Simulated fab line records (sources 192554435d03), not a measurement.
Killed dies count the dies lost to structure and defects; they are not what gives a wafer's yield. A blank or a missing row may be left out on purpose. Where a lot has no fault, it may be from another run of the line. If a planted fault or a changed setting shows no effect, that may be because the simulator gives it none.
Chamber matching | flow n5Finfet | 4 sister chambers for N5_HKMG_FIN_ETCH_58 on rieDiel-05
The step etches SOC in N2/H2, target depth 215.8 nm, time 741 s. 8 wafers are shown with their chamber, then 7 later ones without.

== EACH WAFER AND ITS CHAMBER ==
wafer  | chamber | drypumpMotorCurrentA (A) | showerheadPlenumPTorr (Torr)
L519.6 | 3       | 6.1                      | 2.61
L520.1 | 2       | 5.9                      | 2.42
L523.1 | 2       | 6.0                      | 2.42
L523.2 | 1       | 5.0                      | 2.54
L523.6 | 0       | 5.9                      | 2.42
L528.1 | 1       | 5.0                      | 2.53
L528.3 | 3       | 6.1                      | 2.61
L531.3 | 0       | 5.9                      | 2.41

== WAFERS WITHOUT THEIR CHAMBER ==
wafer  | drypumpMotorCurrentA (A) | showerheadPlenumPTorr (Torr)
L531.5 | 5.9                      | 2.41
L531.6 | 5.0                      | 2.53
L534.1 | 5.9                      | 2.41
L534.4 | 5.0                      | 2.53
L538.1 | 5.0                      | 2.52
L538.2 | 6.2                      | 2.60
L538.3 | 5.9                      | 2.41

== CHAMBER TAKEN BY EACH ==
wafer  | from the rows above     | in truth
L531.5 | can't be placed: 0 or 2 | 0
L531.6 | 1                       | 1
L534.1 | can't be placed: 0 or 2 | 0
L534.4 | 1                       | 1
L538.1 | 1                       | 1
L538.2 | 3                       | 3
L538.3 | can't be placed: 0 or 2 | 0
Correctly placed: 4 of 7. Not placeable from these rows: 3 (in 3, the candidates include the true chamber). 0 placed wrongly.
How it was worked out, from the rows above alone: a wafer's distance from a chamber is the root of the sum, over the readings, of the square of ((its reading less the chamber's mean) divided by the reading's scatter). The wafer belongs to the nearest chamber; if the next one is less than 2 further off, it can't be placed. Each chamber's mean is taken over the wafers shown for it. The scatter: take each reading less its chamber's mean, square it, sum over the shown wafers, divide by the number of wafers less the number of chambers, and take the root.
